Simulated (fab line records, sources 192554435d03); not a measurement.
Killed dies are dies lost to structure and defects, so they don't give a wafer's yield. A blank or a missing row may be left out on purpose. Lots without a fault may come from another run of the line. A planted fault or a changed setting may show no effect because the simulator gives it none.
Which tool did it? | flow n5_finfet | 11 lots, 33 wafers sampled, at 4 steps of a route of 1938

WHAT THE GAUGES READ, wafer by wafer
N5_MIM_BOT_LITHO_OVL_MEAS_11. Usual: MIM_BOT_OVL -1 nm, standard deviation 5.3.
lot  | measured     | on         | MIM_BOT_OVL (nm) | flag
L293 | day 11 22:26 | overlay-01 | 5 2 -3           |
L294 | day 12 15:32 | overlay-02 | -1 5 6           |
L295 | day 12 10:08 | overlay-01 | -7 -2 -5         |
L298 | day 12 21:42 | overlay-02 | -11 -6 -6        |
L300 | day 13 13:21 | overlay-01 | -7 -4 -10        |
L299 | day 13 10:28 | overlay-01 | -8 -7 -5         |
L303 | day 14 05:13 | overlay-02 | -2 -6 1          |
L310 | day 16 09:37 | overlay-01 | -11 -5 -15       |
L312 | day 16 22:52 | overlay-02 | -7 -5 -5         |
L315 | day 17 06:55 | overlay-02 | 3 2 -3           |
L316 | day 17 19:52 | overlay-01 | 3 9 -3           |

WHICH TOOL RAN EACH LOT (tool, then ch and the chambers of the sampled wafers, then the start)
lot  | N5_BEOL_M7_SPUTTER_48        | N5_BEOL_M15_STRIP_37                          | N5_BEOL_M15_DEP_53
L293 | pvd_sputter-01, day 9 09:14  | rie_diel-05 ch 1,2,3, day 11 18:10 or earlier | pecvd-03 ch 0,1,2, day 11 18:10
L294 | pvd_sputter-02, day 9 14:34  | rie_diel-03 ch 1,2,3, day 12 10:42 or earlier | pecvd-03 ch 0,2, day 12 10:42
L295 | pvd_sputter-02, day 9 15:55  | rie_diel-03 ch 0,1,2, day 12 05:24 or earlier | pecvd-04 ch 0,1, day 12 05:24
L298 | pvd_sputter-01, day 10 02:55 | rie_diel-02 ch 0,1,3, day 12 18:06 or earlier | pecvd-03 ch 0,1,2, day 12 18:06
L300 | pvd_sputter-03, day 10 20:37 | rie_diel-05 ch 0,3, day 13 08:31 or earlier   | pecvd-04 ch 1,2, day 13 08:31
L299 | pvd_sputter-03, day 10 21:08 | rie_diel-02 ch 0,2, day 13 05:24 or earlier   | pecvd-04 ch 0,1,2, day 13 05:24
L303 | pvd_sputter-01, day 11 16:44 | rie_diel-05 ch 0,1, day 14 01:00 or earlier   | pecvd-01 ch 0,2, day 14 01:00
L310 | pvd_sputter-02, day 13 11:09 | rie_diel-02 ch 0,1,3, day 16 01:28 or earlier | pecvd-03 ch 0,2, day 16 01:28
L312 | pvd_sputter-02, day 13 23:19 | rie_diel-05 ch 0,1,2, day 16 18:04 or earlier | pecvd-03 ch 0,2, day 16 18:04
L315 | pvd_sputter-01, day 14 12:30 | rie_diel-03 ch 0,1,2, day 17 02:07 or earlier | pecvd-03 ch 0,1, day 17 02:07
L316 | pvd_sputter-01, day 14 22:04 | rie_diel-02 ch 0,3, day 17 14:43 or earlier   | pecvd-04 ch 0,2, day 17 14:43
- N5_BEOL_M7_SPUTTER_48: material Cu, target thk 10 nm, time 1.667 s.
- N5_BEOL_M15_STRIP_37: strips in O2.
- N5_BEOL_M15_DEP_53: deposits SiCN from 3MS/NH3, target thk 50 nm, time 17.8 s.

WHAT THE TOOLS THEMSELVES READ (means of the sampled wafers that have a number; where no wafer has one, the mark that the record gives instead)
N5_BEOL_M7_SPUTTER_48. Usual: cathode_dc_power_W 26000 W, standard deviation 4.7; throttle_valve_pct 30.0 %, standard deviation 0.98.
lot  | tool           | cathode_dc_power_W (W) | throttle_valve_pct (%) | flag
L293 | pvd_sputter-01 | 26006                  | 30.4                   |
L294 | pvd_sputter-02 | 25997                  | 29.3                   |
L295 | pvd_sputter-02 | 25997                  | 30.3                   |
L298 | pvd_sputter-01 | 26005                  | 30.0                   |
L300 | pvd_sputter-03 | 25998                  | 29.8                   |
L299 | pvd_sputter-03 | 25997                  | 29.6                   |
L303 | pvd_sputter-01 | 25995                  | 29.9                   |
L310 | pvd_sputter-02 | 25997                  | 29.8                   |
L312 | pvd_sputter-02 | 25998                  | 29.4                   |
L315 | pvd_sputter-01 | 25998                  | 30.6                   |
L316 | pvd_sputter-01 | 25996                  | 30.0                   |

N5_BEOL_M15_STRIP_37. Usual: drypump_motor_current_A 5.6 A, standard deviation 0.47; oes_product_au 0.80 a.u., standard deviation 0.094; rf_vpp_V 3.8 V, standard deviation 0.65; showerhead_plenum_p_Torr 2.11 Torr, standard deviation 0.071; throttle_valve_pct 16.65 %, standard deviation 0.22.
lot  | tool        | drypump_motor_current_A (A) | oes_product_au (a.u.) | rf_vpp_V (V) | showerhead_plenum_p_Torr (Torr) | throttle_valve_pct (%) | flag
L293 | rie_diel-05 | 5.6                         | 0.69                  | 3.8          | 2.05                            | 16.85                  |
L294 | rie_diel-03 | 5.3                         | 0.79                  | 3.9          | 2.10                            | 16.62                  |
L295 | rie_diel-03 | 5.2                         | 0.82                  | 4.0          | 2.12                            | 16.60                  |
L298 | rie_diel-02 | 5.7                         | 0.82                  | 3.7          | 2.17                            | 16.47                  |
L300 | rie_diel-05 | 5.8                         | 0.78                  | 3.8          | 2.01                            | 16.79                  |
L299 | rie_diel-02 | 5.4                         | 0.79                  | 4.0          | 2.13                            | 16.64                  |
L303 | rie_diel-05 | 5.9                         | 0.85                  | 4.1          | 2.08                            | 16.65                  |
L310 | rie_diel-02 | 5.7                         | 0.79                  | 4.3          | 2.17                            | 16.52                  |
L312 | rie_diel-05 | 5.9                         | 0.92                  | 3.9          | 2.14                            | 16.52                  |
L315 | rie_diel-03 | 5.3                         | 0.78                  | 4.6          | 2.10                            | 16.66                  |
L316 | rie_diel-02 | 5.8                         | 0.75                  | 4.3          | 2.17                            | 16.63                  |

N5_BEOL_M15_DEP_53. Usual: showerhead_plenum_p_Torr 4.169 Torr, standard deviation 0.014; throttle_valve_pct 17.7 %, standard deviation 0.86.
lot  | tool     | showerhead_plenum_p_Torr (Torr) | throttle_valve_pct (%) | flag
L293 | pecvd-03 | 4.164                           | 17.6                   |
L294 | pecvd-03 | 4.157                           | 16.8                   |
L295 | pecvd-04 | 4.176                           | 18.2                   |
L298 | pecvd-03 | 4.167                           | 17.5                   |
L300 | pecvd-04 | 4.166                           | 18.3                   |
L299 | pecvd-04 | 4.174                           | 17.9                   |
L303 | pecvd-01 | 4.182                           | 17.4                   |
L310 | pecvd-03 | 4.164                           | 17.0                   |
L312 | pecvd-03 | 4.173                           | 17.7                   |
L315 | pecvd-03 | 4.151                           | 16.9                   |
L316 | pecvd-04 | 4.162                           | 17.3                   |

THE ANSWER, worked out from the rows above alone
Rule: a lot is off if the mean of its wafers that have a number lies more than 3 standard deviations from the usual mean. A lot without any number at a reading at which 4 lots or more have one is off too. The other lots that the step has rows for count as sound. The gauges are gone through in route order, then the tools' own readings, and for those a lot's mean is taken as printed above. The first step at which some lot is off is used, and at that step the reading that is off furthest; a lot without a number counts as furthest.
No lot is off at any reading shown: from this, nothing can be told.

WHAT THE SIMULATOR HAD PUT IN
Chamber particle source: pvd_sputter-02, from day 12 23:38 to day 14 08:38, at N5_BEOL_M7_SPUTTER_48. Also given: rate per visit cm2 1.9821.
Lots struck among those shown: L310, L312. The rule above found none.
